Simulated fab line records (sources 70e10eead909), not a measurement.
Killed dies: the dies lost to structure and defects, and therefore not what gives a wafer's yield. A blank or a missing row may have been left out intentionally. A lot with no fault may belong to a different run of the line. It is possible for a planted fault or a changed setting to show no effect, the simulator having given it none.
One fault seen from 2 desks | flow nandHarc | each desk has only its own numbers; what lay behind them comes last

== METROLOGY DESK ==
Lot by lot, what the gauges showed, no matter which tool ran the lot: averages of those sampled wafers that carry a number. Any lot whose mean is over 4 standard deviations away from the usual mean is out of limits and marked OUT; that distance is given in the brackets.
Columns: A = thkNm at NHARC_A_CHANNEL_FILL_D2_THK_MEAS_06, usual 5.0 nm
lot  | first seen here | A
L461 | day 15 16:46    | 6.4
L462 | day 15 16:46    | 4.9
L472 | day 20 02:15    | 12.5 (+7.5) OUT
L473 | day 20 02:15    | 11.8 (+6.8) OUT
L478 | day 22 21:16    | 4.7
L479 | day 23 01:28    | 5.1
L481 | day 23 22:43    | 5.3
L483 | day 24 04:32    | 4.4
Finding of this desk: L472, L473 out of limits; the first was L472 at day 20 02:15, on thkNm at NHARC_A_CHANNEL_FILL_D2_THK_MEAS_06. In limits: L461, L462, L478, L479, L481, L483.

== TOOL OWNER'S DESK, lpcvdPoly-01 ==
The tool's own readings at NHARC_A_CHANNEL_FILL_D2_CVD_05 (deposits poly-Si, target thk 5 nm): means of the sampled wafers that have a number, for each lot that ran on this tool. Any lot whose mean is over 4 standard deviations away from the usual mean is out of limits and marked OUT; that distance is given in the brackets. It has 8 readings, of which 7 appear: the earliest out of limits, and the ones furthest out on some lot.
Columns: A = spikeTcBottomC at NHARC_A_CHANNEL_FILL_D2_CVD_05, usual 571.3 C; B = spikeTcCentreC at NHARC_A_CHANNEL_FILL_D2_CVD_05, usual 551.4 C; C = spikeTcLowerC at NHARC_A_CHANNEL_FILL_D2_CVD_05, usual 551.2 C; D = spikeTcTopC at NHARC_A_CHANNEL_FILL_D2_CVD_05, usual 570 C; E = spikeTcUpperC at NHARC_A_CHANNEL_FILL_D2_CVD_05, usual 549.4 C; F = tubeCenterTempC at NHARC_A_CHANNEL_FILL_D2_CVD_05, usual 550 C; G = zonePowerLowerPct at NHARC_A_CHANNEL_FILL_D2_CVD_05, usual 6.73 %
lot  | first seen here | A               | B               | C               | D              | E               | F                     | G
L461 | day 15 07:28    | 570.9           | 552.1           | 552.1           | 571            | 550.5           | 550                   | 6.73
L462 | day 15 07:28    | 569.5           | 551.8           | 550.3           | 573            | 549.4           | 550                   | 6.64
L472 | day 19 16:33    | 602.0 (+19) OUT | 583.6 (+29) OUT | 584.2 (+25) OUT | 603 (+9.4) OUT | 582.9 (+26) OUT | 582 (+99 or more) OUT | 7.30 (+7.4) OUT
L473 | day 19 16:33    | 602.2 (+19) OUT | 583.8 (+29) OUT | 584.4 (+26) OUT | 604 (+9.6) OUT | 583.3 (+26) OUT | 582 (+99 or more) OUT | 7.28 (+7.2) OUT
Finding of this desk: L472, L473 out of limits; the first was L472 at day 19 16:33, on spikeTcBottomC at NHARC_A_CHANNEL_FILL_D2_CVD_05. In limits: L461, L462.

== BROUGHT TOGETHER ==
At day 19 16:33, on L472, L473, the tool owner's desk was in a position to raise an alarm.
At day 20 02:15 the metrology desk could have sounded an alarm, on L472, L473.
Of the lots named, all ran NHARC_A_CHANNEL_FILL_D2_CVD_05 on lpcvdPoly-01.

== WHAT THE SIMULATOR HAD INSERTED ==
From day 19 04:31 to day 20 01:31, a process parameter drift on lpcvdPoly-01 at NHARC_A_CHANNEL_FILL_D2_CVD_05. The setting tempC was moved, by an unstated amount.
Struck lots among those shown: L472, L473.
Hours from the fault's start to each desk's first reading out of limits: the tool owner's desk, 12; the metrology desk, 22.
